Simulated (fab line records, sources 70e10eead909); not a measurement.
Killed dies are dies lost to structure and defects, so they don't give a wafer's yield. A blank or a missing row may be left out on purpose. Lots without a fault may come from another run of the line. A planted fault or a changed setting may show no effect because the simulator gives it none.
A struck lot beside a sound one | flow nand_harc | 13 steps out of a route of 1302
Sound: wafers L212.2, L212.3, L212.4. Struck: wafers L218.3, L218.4, L218.5. The cause comes at the end.
At each step with rows: each side's tool, then ch and its chambers, then its first start. Under that, the readings that differ: sound wafers | struck wafers | difference of the means | sigmas: that difference in standard deviations of wafers without a fault.
alike: readings whose means differ by less than 2 such deviations, and words and numbers that are the same on both sides. not compared: withheld readings, readings that some wafer has no value for, bounds like >300 that may hide the same value, and numbers for which the record gives no deviation and whose values overlap.
The two part at a step that has a row with sigmas, a row that says differs or no value, or rows on one side only. Numbers that don't overlap but have no deviation are shown without sigmas and don't part them. A reading that every wafer of one side lacks parts them only if that side has two wafers or more.

first, 1 step without rows for these wafers: NHARC_A_ONON_D1_DEP_12 (target thk 1000 nm).
NHARC_A_ONON_D1_THK_MEAS_14: measures by ellipsometry.
  sound on film_metro-01, day 11 22:00; struck on film_metro-01, day 14 12:26
  alike: thk_nm
then, 2 steps without rows for these wafers: NHARC_A_ONON_D1_ANNEAL_15 (time 3600 s); NHARC_A_ONON_D1_DEP_16 (target thk 1000 nm).
NHARC_A_ONON_D1_THK_MEAS_18: measures by ellipsometry.
  sound on film_metro-01, day 12 05:59; struck on film_metro-02, day 14 22:58
  alike: thk_nm
then, 1 step without rows for these wafers: NHARC_A_ONON_D1_DEP_19 (target thk 1000 nm).
NHARC_A_ONON_D1_THK_MEAS_21: measures by ellipsometry.
  sound on film_metro-02, day 12 06:41; struck on film_metro-01, day 14 23:32
  alike: thk_nm
then, 1 step without rows for these wafers: NHARC_A_ONON_D1_DEP_22 (target thk 1000 nm).
NHARC_A_ONON_D1_THK_MEAS_24: measures by ellipsometry.
  sound on film_metro-01, day 12 07:14; struck on film_metro-01, day 15 00:05
  reading     | sound       | struck         | difference | sigmas
  thk_nm (nm) | 991 991 991 | 1028 1027 1027 | +36        | +4
then, 1 step without rows for these wafers: NHARC_A_ONON_D1_DEP_25 (target thk 1000 nm).
NHARC_A_ONON_D1_THK_MEAS_27: measures by ellipsometry.
  sound on film_metro-02, day 12 07:50; struck on film_metro-02, day 15 00:40
  alike: thk_nm
NHARC_A_ONON_D1_DEP_28: target thk 1000 nm.
  sound on pecvd_onon-02 ch 0, day 12 07:57; struck on pecvd_onon-03 ch 0, day 15 00:50
NHARC_A_ONON_D1_THK_MEAS_30: measures by ellipsometry.
  sound on film_metro-02, day 12 08:24; struck on film_metro-02, day 15 01:24
  reading     | sound          | struck         | difference | sigmas
  thk_nm (nm) | 1002 1003 1002 | 1545 1543 1543 | +541       | +49
  not compared: hold

WHERE THEY PART
First at NHARC_A_ONON_D1_THK_MEAS_24; last, within this record, at NHARC_A_ONON_D1_THK_MEAS_30.

WHY: what the simulator had put in
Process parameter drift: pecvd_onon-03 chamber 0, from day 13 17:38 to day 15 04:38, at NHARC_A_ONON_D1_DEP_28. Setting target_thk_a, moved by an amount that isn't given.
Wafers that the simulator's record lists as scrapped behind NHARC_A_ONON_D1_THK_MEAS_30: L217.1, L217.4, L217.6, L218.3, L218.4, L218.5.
